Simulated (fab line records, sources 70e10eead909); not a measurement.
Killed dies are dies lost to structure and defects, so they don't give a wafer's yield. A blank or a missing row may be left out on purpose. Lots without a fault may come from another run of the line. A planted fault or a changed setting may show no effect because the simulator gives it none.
fab line records | flow nand_harc
record lots=14 wafers=42 last_day=32
route steps=1302 shown A_ONON_D1@438 HYBRID_BOND@1242 THIN_TSV@1263 END@1302
lots that met no fault: from a run of the same line without faults
start_h: hours from the record's first day to the start of the lot's first wafer shown | wait_h: hours since the lot's step before | " the same as in the row above | L1.1+2: a row that stands for several wafers | - no value, or no start given | * or withheld: withheld | < > ~ a bound
route shown NAME@n: a module of which the file shows steps, and the number in the route of the first | usual: mean/standard deviation of fault-free wafers | same: alike in all rows | chamber/n: place in a boat | sites: the reading at each site | _std_site: their standard deviation | _edge_site: outer sites' mean less inner sites' | radius_mm: how far each site lies from the wafer's centre | mask NAME#n: copy n | behind: the tool/chamber that last shaped the wafer | hold: why the lot was held/for how many hours/how that ended | device: the transistor (n, p or np) that didn't switch | end of line: the same wafers' tests at the end of the route | a step without rows: its recipe alone | killed: dies lost to structure and defects at the first sort, not the wafer's yield | map: a wafer's dies, x killed, . not, _ none there
set.NAME: the setting as run; set.NAME@STEP: as run at that earlier step | model.NAME: the simulator's own value behind a step, which no gauge read
steps of the route over a sample of lots; a table a step, a row a wafer
services: from which hour (start_h, from the record's first day; less than 0 if before it) a tool's chamber was out of use, for how many hours, and why
## steps
# step NHARC_A_ONON_D1_DEP_19
# recipe target_thk_a=10000 n2_flow_sccm=2750 n2o_flow_sccm=2000 nh3_flow_sccm=500 sih4_flow_sccm=210 temp_c=400
# columns lot.wafer tool chamber start_h wait_h
L961.1+2+5 pecvd_onon-03 0 176.04 0.1
L962.1+2+3 pecvd_onon-03 0 180.14 0.1
L963.1+4+5 pecvd_onon-01 0 187.69 0.1
L964.2+5+6 pecvd_onon-03 0 195.63 0.1
L965.1+3+5 pecvd_onon-04 0 211.89 0.1
L966.2+4+5 pecvd_onon-03 0 218.56 0.1
L967.2+4+5 pecvd_onon-04 0 229.97 0.1
L968.2+3+6 pecvd_onon-03 0 249.79 0.1
L969.2+3+4 pecvd_onon-04 0 270.26 0.1
L971.3+4+5 pecvd_onon-03 0 270.45 0.3
L970.2+4+6 pecvd_onon-04 0 270.62 0.1
L978.1+4+6 pecvd_onon-01 0 346.15 0.1
L980.1+5+6 pecvd_onon-01 0 355.38 0.1
L979.4+5+6 pecvd_onon-04 0 355.55 0.2
# step NHARC_HYBRID_BOND_OVL_MEAS_05
# usual overlay_x_nm=4/34 overlay_y_nm=-4/32
# columns lot.wafer tool chamber start_h wait_h overlay_x_nm overlay_y_nm
L961.1 overlay-02 - 535.59 0.4 -2 -26
L961.2 " - " " -2 -27
L961.5 " - " " -47 -34
L962.1 overlay-01 - 557.91 0.4 28 -28
L962.2 " - " " 33 -45
L962.3 " - " " 20 24
L964.2 overlay-02 - 557.91 0.4 -30 -25
L964.5 " - " " 35 -58
L964.6 " - " " 13 1
L963.1 overlay-02 - 561.94 0.4 36 17
L963.4 " - " " -39 -8
L963.5 " - " " 51 35
L965.1 overlay-01 - 574.18 0.4 -19 13
L965.3 " - " " 57 3
L965.5 " - " " -5 27
L966.2 overlay-02 - 590.38 0.4 35 -54
L966.4 " - " " 22 18
L966.5 " - " " -16 -54
L967.2 overlay-01 - 598.25 0.4 37 41
L967.4 " - " " -45 -2
L967.5 " - " " -49 23
L968.2 overlay-01 - 612.80 0.4 -2 -49
L968.3 " - " " -29 -20
L968.6 " - " " 22 -41
L971.3 overlay-01 - 643.95 0.4 27 8
L971.4 " - " " 6 -39
L971.5 " - " " 8 8
L970.2 overlay-01 - 643.96 0.4 -43 -49
L970.4 " - " " -4 -14
L970.6 " - " " 40 -22
L969.2 overlay-02 - 651.36 0.4 -11 4
L969.3 " - " " -46 14
L969.4 " - " " -25 40
L979.4 overlay-02 - 718.86 0.4 29 9
L979.5 " - " " -63 25
L979.6 " - " " 33 36
L980.1 overlay-01 - 723.82 0.4 -69 17
L980.5 " - " " -10 8
L980.6 " - " " 15 17
L978.1 overlay-01 - 736.21 0.4 36 47
L978.4 " - " " 19 -14
L978.6 " - " " -7 30
# step NHARC_THIN_TSV_ETCH_15
# recipe target_depth_a=30000 bosch_target_overetch_cycles=2 bosch_etch_step_s=2.8 bosch_dep_step_s=1.2 bosch_cycles=14
# usual drypump_motor_current_A=5.6/0.33
# columns lot.wafer tool chamber start_h wait_h drypump_motor_current_A rf_hours_counter_h
L961.1 rie_si-02 3 539.17 - 5.3 0.4
L961.2 " 2 " " 6.1 0.4
L961.5 " 3 " " 5.2 -
L964.2 rie_si-04 0 561.48 - 6.0 0.2
L964.6 " 2 " " 5.4 -
L964.5 " 3 " " 6.1 -
L962.3 rie_si-03 1 562.68 - 5.6 1.1
L962.2 " 2 " " 5.7 1.3
L962.1 " 0 " " 5.5 0.9
L963.1 rie_si-04 3 565.55 - 6.1 0.2
L963.4 " 1 " " 5.8 0.2
L963.5 " 0 " " 6.0 -
L965.3 rie_si-04 1 577.74 - 5.8 0.3
L965.1 " 2 " " 5.4 0.3
L965.5 " 2 " " 5.3 -
L966.4 rie_si-02 1 593.83 - 5.8 0.7
L966.2 " 2 " " 6.1 0.9
L966.5 " 1 " " 5.8 -
L967.2 rie_si-03 0 601.83 - 5.5 0.0
L967.4 " 1 " " 5.6 0.1
L967.5 " 0 " " 5.5 -
L968.3 rie_si-03 3 616.27 - 5.2 0.1
L968.2 " 1 " " 5.6 0.1
L968.6 " 2 " " 5.7 -
L971.3 rie_si-04 1 648.72 - 5.8 0.6
L971.4 " 0 " " 6.0 0.7
L971.5 " 1 " " 5.8 -
L970.4 rie_si-02 2 649.95 - 6.1 0.1
L970.2 " 0 " " 5.3 0.1
L970.6 " 2 " " 6.1 -
L969.4 rie_si-03 3 654.81 - 5.2 0.3
L969.2 " 0 " " 5.5 0.3
L969.3 " 1 " " 5.6 0.3
L979.4 rie_si-04 0 722.49 - 6.0 0.1
L979.6 " 2 " " 5.3 -
L979.5 " 3 " " 6.1 -
L980.1 rie_si-02 0 727.43 - 5.3 0.6
L980.6 " 1 " " 5.8 -
L980.5 " 2 " " 6.1 -
L978.1 rie_si-02 3 739.65 - 5.2 0.6
L978.4 " 2 " " 6.1 0.6
L978.6 " 3 " " 5.2 -
# step NHARC_THIN_TSV_STRIP_62
# recipe power_w=1500 temp_c=250 time_s=20 chemistry=N2/H2
# usual drypump_motor_current_A=5.9/0.66 heater_power_w=355/48
# columns lot.wafer tool chamber start_h wait_h drypump_motor_current_A heater_power_w rf_hours_counter_h
L961.2 plasma_asher-01 0 541.04 - 6.5 289 3
L961.1 " 1 " " 6.5 364 3
L961.5 " 1 " " 6.5 361 -
L964.2 plasma_asher-02 0 563.24 - 5.8 424 16
L964.5 " 0 " " 5.8 423 -
L964.6 " 1 " " 4.9 343 -
L962.1 plasma_asher-01 1 564.52 - 6.5 364 7
L962.2 " 0 " " 6.5 283 7
L962.3 " 1 " " 6.5 362 -
L963.1 plasma_asher-02 1 567.39 - 4.9 342 16
L963.4 " 1 " " 4.9 340 -
L963.5 " 1 " " 4.9 344 -
L965.1 plasma_asher-02 0 579.53 - 5.9 427 21
L965.3 " 1 " " 4.9 341 -
L965.5 " 1 " " 4.9 348 -
L966.2 plasma_asher-02 0 595.62 - 5.9 443 24
L966.4 " 1 " " 4.9 335 -
L966.5 " 1 " " 4.9 339 -
L967.2 plasma_asher-02 0 603.63 - 5.8 435 27
L967.4 " 0 " " 5.9 421 -
L967.5 " 0 " " 5.9 431 -
L968.2 plasma_asher-01 1 618.06 - 6.5 360 15
L968.3 " 0 " " 6.5 288 -
L968.6 " 0 " " 6.5 291 -
L971.4 plasma_asher-01 1 650.57 - 6.5 368 -
L971.3 " 0 " " 6.5 286 -
L971.5 " 0 " " 6.5 280 -
L970.2 plasma_asher-02 0 651.74 - 5.9 436 35
L970.4 " 1 " " 4.9 342 -
L970.6 " 0 " " 5.8 428 -
L969.2 plasma_asher-01 0 656.68 - 6.5 290 23
L969.4 " 1 " " 6.5 365 -
L969.3 " 0 " " 6.5 280 -
L979.4 plasma_asher-02 0 724.31 - 5.9 397 -
L979.6 " 1 " " 4.9 334 -
L979.5 " 0 " " 5.9 408 -
L980.1 plasma_asher-02 1 729.17 - 4.9 324 14
L980.5 " 1 " " 4.9 340 -
L980.6 " 0 " " 5.8 406 -
L978.1 plasma_asher-01 0 741.43 - 6.5 287 9
L978.4 " 0 " " 6.5 275 -
L978.6 " 0 " " 6.5 283 -
# step NHARC_END_SORT_01
# recipe temp_c=25
# usual killed_at_array=50/14 killed_at_other=0.9/1 killed_at_periphery=3.9/2.5 killed_dies=55/15 killed_open=3.5/1.9 killed_short=2.5/1.7
# same gross_dies=677
# columns lot.wafer tool chamber start_h wait_h killed_at_array killed_at_other killed_at_periphery killed_dies killed_open killed_short
L980.1 prober-01 0 742.30 2.5 147 0 2 149 0 0
L980.5 prober-01 0 745.50 3.7 144 2 3 149 3 4
L980.6 prober-01 0 746.29 4.0 137 0 3 140 2 1
L978.1 prober-02 0 754.05 2.6 130 1 8 139 4 1
L978.4 prober-02 0 756.46 3.4 139 0 2 141 1 1
L978.6 prober-02 0 758.06 4.0 142 0 5 147 5 1
# killed by level:class
L980.1 A_ONON_D1:unspecified=89 A_CHANNEL_HOLE_D2:chamber_film_flake=24 A_SLIT:chamber_film_flake=19 A_CHANNEL_HOLE_D1:chamber_film_flake=7 A_WL_FILL:chamber_film_flake=3 A_STAIRCASE:chamber_film_flake=3 P_ZERO_WELL:chamber_film_flake=2 A_CONTACT:chamber_film_flake=2
L980.5 A_ONON_D1:unspecified=82 A_SLIT:chamber_film_flake=20 A_CHANNEL_HOLE_D2:chamber_film_flake=17 A_CHANNEL_HOLE_D1:chamber_film_flake=10 A_STAIRCASE:chamber_film_flake=4 A_WL_FILL:chamber_film_flake=4 THIN_TSV:chamber_film_flake=2 P_STI:geometric_particle:short=1
L980.6 A_ONON_D1:unspecified=83 A_CHANNEL_HOLE_D2:chamber_film_flake=17 A_SLIT:chamber_film_flake=15 A_CHANNEL_HOLE_D1:chamber_film_flake=7 A_CONTACT:chamber_film_flake=5 A_STAIRCASE:chamber_film_flake=3 A_WL_FILL:chamber_film_flake=2 A_CHANNEL_HOLE_D1:geometric_particle:open=1
L978.1 A_ONON_D1:unspecified=86 A_CHANNEL_HOLE_D2:chamber_film_flake=20 A_CONTACT:chamber_film_flake=11 A_CHANNEL_HOLE_D1:chamber_film_flake=7 P_GATE:geometric_particle:open=2 A_SLIT:chamber_film_flake=2 P_GATE:chamber_film_flake=2 P_STI:geometric_particle:open=1
L978.4 A_ONON_D1:unspecified=92 A_CHANNEL_HOLE_D1:chamber_film_flake=15 A_CHANNEL_HOLE_D2:chamber_film_flake=14 A_CONTACT:chamber_film_flake=8 A_ZERO_WELL:chamber_film_flake=2 A_CHANNEL_FILL_D1:chamber_film_flake=2 A_STAIRCASE:chamber_film_flake=2 A_SLIT:chamber_film_flake=2
L978.6 A_ONON_D1:unspecified=79 A_CHANNEL_HOLE_D2:chamber_film_flake=23 A_CHANNEL_HOLE_D1:chamber_film_flake=16 A_CONTACT:chamber_film_flake=12 A_SLIT:chamber_film_flake=3 P_STI:chamber_film_flake=2 P_GATE:chamber_film_flake=2 P_M0:geometric_particle:open=1
## services
# columns tool chamber start_h hours kind
rie_si-02 2 162.81 7.7 repair
rie_si-04 - 165.00 9.0 pm
plasma_asher-01 - 165.34 9.0 pm
rie_si-04 0 190.79 14.9 repair
plasma_asher-02 - 202.11 2.0 repair
rie_si-02 0 205.25 7.7 repair
pecvd_onon-03 - 227.04 13.0 pm
rie_si-04 1 239.89 2.7 repair
rie_si-04 3 249.43 15.7 repair
rie_si-02 1 267.00 2.5 repair
plasma_asher-02 - 270.98 4.3 repair
rie_si-02 - 277.00 9.0 pm
rie_si-04 2 284.03 3.7 repair
plasma_asher-02 - 303.22 9.0 pm
plasma_asher-01 - 342.34 9.0 pm
plasma_asher-02 - 368.95 0.4 repair
plasma_asher-02 - 396.99 1.4 repair
pecvd_onon-03 - 408.04 13.0 pm
plasma_asher-02 - 480.22 9.0 pm
plasma_asher-01 - 519.34 9.0 pm
plasma_asher-01 - 571.04 2.8 repair
pecvd_onon-03 - 589.04 13.0 pm
plasma_asher-02 - 657.99 9.0 pm
plasma_asher-01 - 696.34 9.0 pm
## key
first_sign step=NHARC_END_SORT_01 reading=killed_at_array direction=up sigmas=6.4 usual=50 struck=140
effect step=NHARC_END_SORT_01 reading=killed_dies direction=up sigmas=6.1 usual=55 struck=144
more_kills_born_at NHARC_A_ONON_D1_DEP_19@pecvd_onon-01=511
met_at NHARC_A_ONON_D1_DEP_19
struck_lots L978,L980
tester_left_out L978,L980
not_acting_at NHARC_HYBRID_BOND_OVL_MEAS_05,NHARC_THIN_TSV_ETCH_15,NHARC_THIN_TSV_STRIP_62
onset_between 187.69 346.15
also_fits time
fault kind=chamber_particle_source tool=pecvd_onon-01 chamber=- onset_h=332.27 steps=NHARC_A_ONON_D1_DEP_19 rate_per_visit_cm2=0.89119 end_h=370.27
# tester_left_out: of these lots the tester's yield and bins aren't shown, on N5 and GAA mostly nor the transistor test; their killed dies are dies lost to structure and defects alone, not to doping, threshold or leakage, so they don't give the yield
